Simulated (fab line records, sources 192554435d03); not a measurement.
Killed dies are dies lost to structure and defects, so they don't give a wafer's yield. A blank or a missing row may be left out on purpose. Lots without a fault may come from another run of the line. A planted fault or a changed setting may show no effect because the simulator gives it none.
A struck lot beside a sound one | flow n5_finfet | 37 steps out of a route of 1938
Sound: wafers L302.1, L302.2, L302.4. Struck: wafer L309.5. (L309.2, L309.4 of the same lot were not struck and are left out.) The cause comes at the end.
At each step with rows: each side's tool, then ch and its chambers, then its first start. Under that, the readings that differ: sound wafers | struck wafers | difference of the means | sigmas: that difference in standard deviations of wafers without a fault.
alike: readings whose means differ by less than 2 such deviations, and words and numbers that are the same on both sides. not compared: withheld readings, readings that some wafer has no value for, bounds like >300 that may hide the same value, and numbers for which the record gives no deviation and whose values overlap.
The two part at a step that has a row with sigmas, a row that says differs or no value, or rows on one side only. Numbers that don't overlap but have no deviation are shown without sigmas and don't part them. A reading that every wafer of one side lacks parts them only if that side has two wafers or more.

first, 9 steps without rows for these wafers: N5_BEOL_M1_COAT_05 (resist thk 30 nm); N5_BEOL_M1_EBR_07; N5_BEOL_M1_SOFTBAKE_06 (time 60 s); N5_BEOL_M1_EXPOSE_08 (exposes mask M1); N5_BEOL_M1_PEB_09 (peb time 60 s); N5_BEOL_M1_DEVELOP_10 (develop time 30 s); N5_BEOL_M1_DESCUM_16 (chemistry O2, time 7 s); N5_BEOL_M1_ETCH_74 (etches underlayer in N2/H2, target depth 6.5 nm, time 5.2 s); N5_BEOL_M1_ETCH_63 (etches SiARC in CF4, target depth 15.6 nm, time 26 s).
N5_BEOL_M1_ETCH_64: etches SOC in N2/H2, target depth 75 nm, overetch 15 nm, time 112.5 s.
  sound on rie_diel-03 ch 0,1,3, day 7 15:54; struck on rie_diel-03 ch 1, day 9 10:47
  reading                                    | sound             | struck | difference | sigmas
  drypump_motor_current_A (A)                | 4.7 6.1 6.2       | 4.8    | -0.9       | -2
  oes_product_au (a.u.)                      | 0.53 0.60 0.64    | 0.78   | +0.19      | +3
  rf_vpp_V (V)                               | 524.8 519.2 522.6 | 527.5  | +5.3       | +2
  model.SiARC_of_BEOL_M1_COAT_62.thk_nm (nm) | 6.8 6.8 6.8       | 8      | +1         |
  model.BEOL_M1.cd_offset_nm (nm)            | -0.2 -0.4 -0.4    | -0.6   | -0.3       |
  alike: chamber_pressure_mTorr, showerhead_plenum_p_Torr, throttle_valve_pct
  not compared: rf_hours_counter_h
then, 3 steps without rows for these wafers: N5_BEOL_M1_STRIP_65 (strips in N2/H2); N5_BEOL_M1_STRIP_75 (strips in N2/H2); N5_BEOL_M1_STRIP_66 (strips in CF4).
N5_BEOL_M1_HM_OPEN_17: chemistry Cl2/BCl3, target TiN, target depth 20 nm, overetch 6 nm.
  sound on rie_metal-03 ch 0,1, day 7 16:04; struck on rie_metal-02 ch 1, day 9 10:58
  reading                         | sound          | struck | difference | sigmas
  oes_product_au (a.u.)           | 0.67 0.55 0.56 | 0.80   | +0.21      | +2
  model.BEOL_M1.cd_offset_nm (nm) | -0.2 -0.2 -0.4 | -0.6   | -0.3       |
  alike: bcl3_flow_sccm, chamber_pressure_mTorr, drypump_motor_current_A, throttle_valve_pct
  not compared: rf_hours_counter_h
then, 21 steps without rows for these wafers: N5_BEOL_M1_STRIP_19 (strips in O2); N5_BEOL_M1_COAT_67 (time 60 s, resist thk 60 nm); N5_BEOL_M1_COAT_68 (time 60 s, resist thk 12 nm); N5_BEOL_M1_COAT_76 (time 60 s, resist thk 5 nm); N5_BEOL_M1_COAT_22 (resist thk 30 nm); N5_BEOL_M1_EBR_24; N5_BEOL_M1_SOFTBAKE_23 (time 60 s); N5_BEOL_M1_EXPOSE_25 (exposes mask V0, defocus 5 nm, target cd 24 nm); N5_BEOL_M1_PEB_26 (peb time 60 s); N5_BEOL_M1_DEVELOP_27 (develop time 30 s); N5_BEOL_M1_DESCUM_33 (chemistry O2, time 7 s); N5_BEOL_M1_ETCH_77 (etches underlayer in N2/H2, target depth 6.5 nm, time 5.2 s); N5_BEOL_M1_ETCH_69 (etches SiARC in CF4, target depth 15.6 nm, time 26 s); N5_BEOL_M1_ALD_98 (deposits SiO2, target thk 2.5 nm, pulse time 1 s, co reactant pulse time 1 s); N5_BEOL_M1_ETCHBACK_99 (etches SiO2 in CHF3, target depth 5 nm, time 10.4 s); N5_BEOL_M1_ETCH_70 (etches SOC in N2/H2, target depth 80 nm, overetch 16 nm, time 120 s); N5_BEOL_M1_STRIP_71 (strips in N2/H2); N5_BEOL_M1_STRIP_78 (strips in N2/H2); N5_BEOL_M1_VIA_ETCH_34 (etches the open film in C4F6/O2, target depth 67.8 nm, time 64.4 s); N5_BEOL_M1_STRIP_83 (strips in C4F6/O2); N5_BEOL_M1_STRIP_36 (strips in N2/H2).
N5_BEOL_M1_CD_MEAS_35: target cd 18 nm, target cd y 21 nm.
  sound on cd_sem-03, day 7 17:46; struck on cd_sem-03, day 9 12:23
  reading    | sound             | struck | difference | sigmas
  cd_nm (nm) | 17.67 17.57 17.69 | 16.90  | -0.74      | -2
N5_BEOL_M4_RC_MEAS_101:
  sound on prober-02 ch 0, day 9 08:16; struck on prober-02 ch 0, day 11 01:29
  reading       | sound          | struck | difference | sigmas
  ION_N (uA/um) | 684 675 675    | 658    | -20        | -2
  VT_P (mV)     | -245 -247 -247 | -256   | -10        | -3
  alike: DIBL_N, DIBL_P, IOFF_N, IOFF_P, ION_P, SS_N, SS_P, VT_N

WHERE THEY PART
First at N5_BEOL_M1_ETCH_64; last, within this record, at N5_BEOL_M4_RC_MEAS_101.

WHY: what the simulator had put in
Process parameter drift: rie_diel-03, from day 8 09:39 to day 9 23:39, at N5_BEOL_M1_ETCH_64. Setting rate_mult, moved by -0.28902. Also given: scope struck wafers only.
